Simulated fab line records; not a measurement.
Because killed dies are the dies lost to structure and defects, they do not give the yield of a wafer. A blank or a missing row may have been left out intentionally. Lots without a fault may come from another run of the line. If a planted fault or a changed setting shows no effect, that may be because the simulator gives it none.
2 desks, one fault | flow nand_harc | what lay behind the numbers comes last; until then each desk has only its own

## THE TOOL OWNER'S DESK: grinder-01
NHARC_THIN_TSV_GRIND_00, tool's own readings: per-lot mean of the sampled wafers with a number, covering each lot this tool ran. Any lot whose mean is over 4 standard deviations away from the usual mean is out of limits and marked OUT; that distance is given in the brackets.
Columns: A = motor_current_A at NHARC_THIN_TSV_GRIND_00, usual 12.000 A; B = slurry_flow_ml_min at NHARC_THIN_TSV_GRIND_00, usual 150.0
lot  | first seen here | A      | B
L120 | day 24 03:52    | 12.022 | 150.4
L124 | day 25 04:45    | 12.004 | 149.9
L125 | day 26 03:23    | 11.987 | 149.0
L126 | day 26 11:41    | 12.004 | 149.9
L127 | day 26 19:56    | 12.015 | 150.7
L128 | day 27 18:05    | 11.994 | 150.2
L132 | day 28 02:23    | 11.990 | 149.6
L129 | day 28 08:25    | 11.977 | 149.7
L134 | day 29 20:32    | 12.004 | 149.9
L137 | day 30 15:26    | 12.018 | 150.3
L136 | day 31 05:49    | 12.021 | 149.7
This desk's finding: nothing out of limits on any of the 11 lots.

## FROM THE METROLOGY DESK
What the gauges read, lot by lot, whatever tool the lot ran on: means of the sampled wafers that have a number. Any lot whose mean is over 4 standard deviations away from the usual mean is out of limits and marked OUT; that distance is given in the brackets.
Columns: A = thk_nm at NHARC_THIN_TSV_THK_MEAS_02, usual 3039 nm
lot  | first seen here | A
L120 | day 24 05:23    | 3149
L124 | day 25 06:02    | 2899
L125 | day 26 04:52    | 3249
L126 | day 26 13:11    | 2910
L127 | day 26 21:14    | 2979
L128 | day 27 19:11    | 2979
L132 | day 28 03:40    | 3050
L129 | day 28 09:54    | 3125
L134 | day 29 22:00    | 3065
L137 | day 30 16:42    | 3055
L136 | day 31 07:07    | 1594 (-6.6) OUT
This desk's verdict: out of limits on L136, starting with L136 at day 31 07:07 (thk_nm at NHARC_THIN_TSV_THK_MEAS_02). Within limits: L120, L124, L125, L126, L127, L128, L132, L129, L134, L137.

## TAKEN TOGETHER
Metrology desk: alarm possible at day 31 07:07 on L136.
Nothing out of limits was seen by the tool owner's desk.
Tool owner's desk: L136 on record, inside its limits.
NHARC_THIN_TSV_GRIND_00 was run on grinder-01 by each of the lots named.

## WHAT WAS PUT IN BY THE SIMULATOR
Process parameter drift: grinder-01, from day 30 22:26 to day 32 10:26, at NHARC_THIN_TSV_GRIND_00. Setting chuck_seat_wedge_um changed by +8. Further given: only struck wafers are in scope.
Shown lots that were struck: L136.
Hours from the fault's start to each desk's first reading out of limits: the metrology desk, 9.
